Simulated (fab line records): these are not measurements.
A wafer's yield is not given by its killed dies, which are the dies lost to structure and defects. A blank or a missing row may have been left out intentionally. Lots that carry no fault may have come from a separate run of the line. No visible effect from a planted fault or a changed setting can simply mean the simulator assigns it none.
fab line records ; flow nand-harc ; part 2 of 2: steps 22 to 32 of 32
[record] lots = 5; wafers = 15; last-day = 34
route steps=1302 shown A_BLC@1108 A_M0@1137
lots untouched by any fault: they come from a run of this same line in which no faults occurred
start-h: hours from the record's opening day to when the first of the lot's shown wafers began ; wait-h: time in hours since the lot's previous step ; " same as the row above ; L1.1+2: one row covering several wafers at once ; - no value present, or no start provided ; * or withheld: withheld ; < > ~ a bound
route shown NAME@n: names a module that has steps shown in the file, with the first one's number in the route ; usual: the fault-free wafers' mean and standard deviation ; same: alike in all rows ; chamber/n: place in a boat ; sites: each site's reading ; _std_site: how widely they spread, as a standard deviation ; _edge_site: the outer-site mean with the inner-site mean subtracted ; radius-mm: how far each site lies from the wafer's centre ; mask NAME#n: copy n ; behind: the tool/chamber that last shaped the wafer ; hold: why the lot went on hold/how many hours it stayed there/how the hold came to an end ; device: which transistor (n, p or np) failed to switch ; end of line: the route-end tests of the same wafers ; a step with no rows: only its recipe ; killed: not the wafer's yield, but the dies lost to structure and defects at the first sort ; map: per-die view of a wafer (x killed, . not killed, _ where there is no die)
set.NAME: the setting the step ran with; set.NAME@STEP: the setting that earlier step ran with ; model.NAME: the simulator's own value behind a step, which no gauge read
lots at some steps of the route; a table a step, a row a wafer
services: from which hour (start-h, from the record's first day; less than 0 if before it) a tool's chamber was out of use, for how many hours, and why
[[steps]]
[step NHARC_A_BLC_PRE_CLEAN_31]
[recipe] time-s = 15; bias-v = 250; gas = Ar
lot.wafer;tool;chamber;start-h;wait-h
L074.1+3+6;pvd-sputter-01;-;-;-
L083.2+3+5;pvd-sputter-02;-;-;-
L088.1+2+5;pvd-sputter-02;-;-;-
L093.1+5+6;pvd-sputter-02;-;-;-
L094.4+3+6;pvd-sputter-02;-;-;-
[step NHARC_A_BLC_PVD_32]
[recipe] target-thk-a = 50; chamber-pressure-pa = 5; power-w = 5000; substrate-temp-c = 200; time-s = 17.7; material = Ti
[usual] throttle-valve-pct = 30.0/1.1
lot.wafer;tool;chamber;start-h;wait-h;throttle-valve-pct
L074.3;pvd-sputter-01;-;-;-;28.8
L074.1;pvd-sputter-01;-;-;-;29.5
L074.6;pvd-sputter-01;-;-;-;29.1
L083.2;pvd-sputter-02;-;-;-;31.9
L083.3;pvd-sputter-02;-;-;-;30.3
L083.5;pvd-sputter-02;-;-;-;32.0
L088.1;pvd-sputter-02;-;-;-;29.9
L088.2;pvd-sputter-02;-;-;-;31.2
L088.5;pvd-sputter-02;-;-;-;30.4
L093.1;pvd-sputter-02;-;-;-;31.3
L093.5;pvd-sputter-02;-;-;-;29.8
L093.6;pvd-sputter-02;-;-;-;31.3
L094.4;pvd-sputter-02;-;-;-;30.0
L094.3;pvd-sputter-02;-;-;-;29.6
L094.6;pvd-sputter-02;-;-;-;29.8
[step NHARC_A_BLC_ALD_23]
[recipe] target-thk-a = 30; pulse-time-s = 1; ald-cycles = 150; temp-c = 450; material = TiN
[usual] heater-power-w = 1097/86; precursor-pulse-height-rel = 1.003/0.022
lot.wafer;tool;chamber;start-h;wait-h;heater-power-w;precursor-pulse-height-rel
L074.1;ald-metal-01;2;524.72;-;1127;1.038
L074.3;ald-metal-01;3;524.72;-;916;0.977
L074.6;ald-metal-01;0;524.72;-;1192;1.008
L083.3;ald-metal-02;2;609.35;-;1302;0.974
L083.2;ald-metal-02;1;609.35;-;1171;0.986
L083.5;ald-metal-02;3;609.35;-;1011;0.976
L088.1;ald-metal-03;1;652.08;-;1120;0.994
L088.2;ald-metal-03;3;652.08;-;1124;1.045
L088.5;ald-metal-03;1;652.08;-;1118;0.984
L093.1;ald-metal-03;0;716.77;-;1064;1.040
L093.6;ald-metal-03;1;716.77;-;1152;1.022
L093.5;ald-metal-03;3;716.77;-;1106;1.031
L094.4;ald-metal-02;0;753.31;-;1099;0.998
L094.3;ald-metal-02;1;753.31;-;1138;0.980
L094.6;ald-metal-02;0;753.31;-;1102;0.990
[step NHARC_A_BLC_CVD_24]
[recipe] target-thk-a = 1500; temp-c = 300; pressure-torr = 40; wf6-flow-sccm = 40; h2-flow-sccm = 1600; ar-flow-sccm = 1560; time-s = 434; material = W
[usual] heater-power-w = 451/41; throttle-valve-pct = 8.09/0.28
lot.wafer;tool;chamber;start-h;wait-h;heater-power-w;throttle-valve-pct
L074.1;cvd-w-01;0;-;-;433;7.99
L074.3;cvd-w-01;0;-;-;438;8.27
L074.6;cvd-w-01;0;-;-;432;7.88
L083.2;cvd-w-01;1;-;-;502;7.97
L083.3;cvd-w-01;0;-;-;415;8.07
L083.5;cvd-w-01;1;-;-;519;7.69
L088.2;cvd-w-02;0;-;-;413;8.33
L088.1;cvd-w-02;1;-;-;472;7.86
L088.5;cvd-w-02;1;-;-;456;7.96
L093.1;cvd-w-01;1;-;-;498;8.12
L093.5;cvd-w-01;1;-;-;505;8.07
L093.6;cvd-w-01;0;-;-;430;8.12
L094.4;cvd-w-02;1;-;-;483;8.10
L094.3;cvd-w-02;0;-;-;413;8.43
L094.6;cvd-w-02;1;-;-;469;7.72
[step NHARC_A_BLC_CMP_25]
[recipe] t-overpolish-s = 30; target-thk-nm = 150
[usual] motor-current-A = 11.9/1.2; overpolish-run-s = 30.000/0.0088; time-to-endpoint-s = 32/3
lot.wafer;tool;chamber;start-h;wait-h;motor-current-A;overpolish-run-s;time-to-endpoint-s
L074.1;cmp-02;0;525.43;0.5;12.1;29.998;29
L074.3;cmp-02;1;525.43;0.5;13.4;30.011;26
L074.6;cmp-02;0;525.43;0.5;13.6;29.999;27
L083.3;cmp-04;1;610.10;0.3;12.8;30.002;31
L083.2;cmp-04;3;610.10;0.3;11.7;30.008;36
L083.5;cmp-04;1;610.10;0.3;12.6;29.989;33
L088.1;cmp-04;2;652.86;0.4;9.9;29.993;30
L088.2;cmp-04;0;652.86;0.4;9.5;30.010;29
L088.5;cmp-04;3;652.86;0.4;10.8;29.984;34
L093.1;cmp-01;2;717.62;0.5;13.2;29.997;37
L093.5;cmp-01;3;717.62;0.5;11.4;30.013;36
L093.6;cmp-01;0;717.62;0.5;11.3;30.001;36
L094.4;cmp-01;2;754.07;0.4;13.3;29.996;35
L094.3;cmp-01;3;754.07;0.4;11.1;30.004;31
L094.6;cmp-01;1;754.07;0.4;12.4;29.991;31
[step NHARC_A_BLC_SRD_27]
lot.wafer;tool;chamber;start-h;wait-h
L074.6+1+3;wet-bench-03;3,5,6;525.75;0.0
L083.2+5+3;wet-bench-09;2,4,6;610.41;0.0
L088.5+2+1;wet-bench-09;3,4,5;653.18;0.0
L093.6+5+1;wet-bench-03;6,0,1;717.87;0.0
L094.6+4+3;wet-bench-06;6,2,3;754.34;0.0
[step NHARC_A_BLC_INSPECT_28]
[usual] raw-defect-count = 530/130
lot.wafer;tool;chamber;start-h;wait-h;raw-defect-count
L074.1;defect-inspect-01;-;525.83;0.1;624
L074.3;defect-inspect-01;-;525.83;0.1;487
L074.6;defect-inspect-01;-;525.83;0.1;541
L083.2;defect-inspect-01;-;610.49;0.1;501
L083.3;defect-inspect-01;-;610.49;0.1;653
L083.5;defect-inspect-01;-;610.49;0.1;521
L088.1;defect-inspect-02;-;653.26;0.1;496
L088.2;defect-inspect-02;-;653.26;0.1;458
L088.5;defect-inspect-02;-;653.26;0.1;471
L093.1;defect-inspect-02;-;717.94;0.1;1010
L093.5;defect-inspect-02;-;717.94;0.1;602
L093.6;defect-inspect-02;-;717.94;0.1;717
L094.3;defect-inspect-01;-;754.42;0.1;562
L094.4;defect-inspect-01;-;754.42;0.1;669
L094.6;defect-inspect-01;-;754.42;0.1;691
[step NHARC_A_M0_DEP_00]
[recipe] target-thk-a = 1500; target-thk-nm = 150; temp-c = withheld; pressure-torr = 5; flow-sccm = 200; rf-w = 600; material = SiOC
lot.wafer;tool;chamber;start-h;wait-h
L074.3+1+6;pecvd-03;0,2,0;525.90;0.1
L083.3+2+5;pecvd-02;1,2,0;610.56;0.1
L088.2+1+5;pecvd-02;2,1,1;653.32;0.1
L093.1+5+6;pecvd-04;0,1,2;718.10;0.2
L094.3+4+6;pecvd-04;2,0,2;754.57;0.2
[step NHARC_A_M0_DEHYDRATE_01]
[recipe] temp-c = 150; time-s = 120
[usual] resist-line-temp-C = 23.03/0.1
lot.wafer;tool;chamber;start-h;wait-h;resist-line-temp-C
L074.1;litho-track-04;0;526.30;-;23.05
L074.3;litho-track-04;0;526.30;-;23.19
L074.6;litho-track-04;0;526.30;-;23.09
L083.2;litho-track-04;0;610.96;-;23.13
L083.3;litho-track-04;0;610.96;-;22.93
L083.5;litho-track-04;0;610.96;-;22.96
L088.1;litho-track-01;0;653.86;0.4;22.92
L088.2;litho-track-01;0;653.86;0.4;22.89
L088.5;litho-track-01;0;653.86;0.4;22.97
L093.1;litho-track-06;0;718.42;-;22.87
L093.5;litho-track-06;0;718.42;-;23.07
L093.6;litho-track-06;0;718.42;-;22.93
L094.3;litho-track-04;0;754.89;-;23.12
L094.4;litho-track-04;0;754.89;-;22.96
L094.6;litho-track-04;0;754.89;-;22.88
[step NHARC_A_M0_HMDS_02]
[recipe] time-s = 30
[usual] resist-line-temp-C = 22.99/0.11
lot.wafer;tool;chamber;start-h;wait-h;resist-line-temp-C
L074.1;litho-track-04;0;-;-;22.89
L074.3;litho-track-04;0;-;-;23.14
L074.6;litho-track-04;0;-;-;23.08
L083.2;litho-track-04;0;-;-;22.93
L083.3;litho-track-04;0;-;-;23.17
L083.5;litho-track-04;0;-;-;22.98
L088.1;litho-track-01;0;-;-;23.06
L088.2;litho-track-01;0;-;-;22.96
L088.5;litho-track-01;0;-;-;22.92
L093.1;litho-track-06;0;-;-;22.93
L093.5;litho-track-06;0;-;-;23.03
L093.6;litho-track-06;0;-;-;23.04
L094.3;litho-track-04;0;-;-;22.97
L094.4;litho-track-04;0;-;-;22.95
L094.6;litho-track-04;0;-;-;22.90
[step NHARC_A_M0_COAT_33]
[recipe] temp-c = 200; time-s = 65
[usual] resist-line-temp-C = 23.00/0.14
lot.wafer;tool;chamber;start-h;wait-h;resist-line-temp-C
L074.1;litho-track-04;0;-;-;22.81
L074.3;litho-track-04;0;-;-;23.10
L074.6;litho-track-04;0;-;-;23.06
L083.2;litho-track-04;0;-;-;22.83
L083.3;litho-track-04;0;-;-;23.07
L083.5;litho-track-04;0;-;-;22.80
L088.1;litho-track-01;0;-;-;22.95
L088.2;litho-track-01;0;-;-;22.83
L088.5;litho-track-01;0;-;-;22.84
L093.1;litho-track-06;0;-;-;22.90
L093.5;litho-track-06;0;-;-;22.99
L093.6;litho-track-06;0;-;-;22.89
L094.3;litho-track-04;0;-;-;22.92
L094.4;litho-track-04;0;-;-;22.94
L094.6;litho-track-04;0;-;-;23.17
[[services]]
tool;chamber;start-h;hours;kind
litho-track-01;-;505.00;7.0;pm
rie-diel-10;1;516.68;8.8;repair
litho-track-06;-;529.01;7.0;pm
rie-diel-07;0;531.06;11.1;repair
rie-diel-07;2;549.34;30.2;repair
litho-track-04;-;553.00;7.0;pm
rie-diel-10;-;592.51;0.8;repair
rie-diel-10;-;596.66;9.0;pm
rie-diel-07;3;601.73;5.8;repair
rie-diel-10;0;618.59;9.7;repair
pvd-sputter-02;-;620.71;2.6;repair
pvd-sputter-02;-;628.47;4.1;repair
pvd-sputter-02;-;638.03;10.0;pm
rie-diel-10;3;638.93;8.3;repair
rie-diel-07;-;648.22;9.0;pm
rie-diel-07;3;675.86;4.0;repair
litho-track-01;-;680.00;7.0;pm
rie-diel-07;0;687.63;14.5;repair
rie-diel-07;1;692.77;5.0;repair
rie-diel-10;3;696.22;12.4;repair
litho-track-06;-;704.01;7.0;pm
rie-diel-07;2;709.38;3.7;repair
rie-diel-10;3;713.10;5.8;repair
litho-track-04;-;728.00;7.0;pm
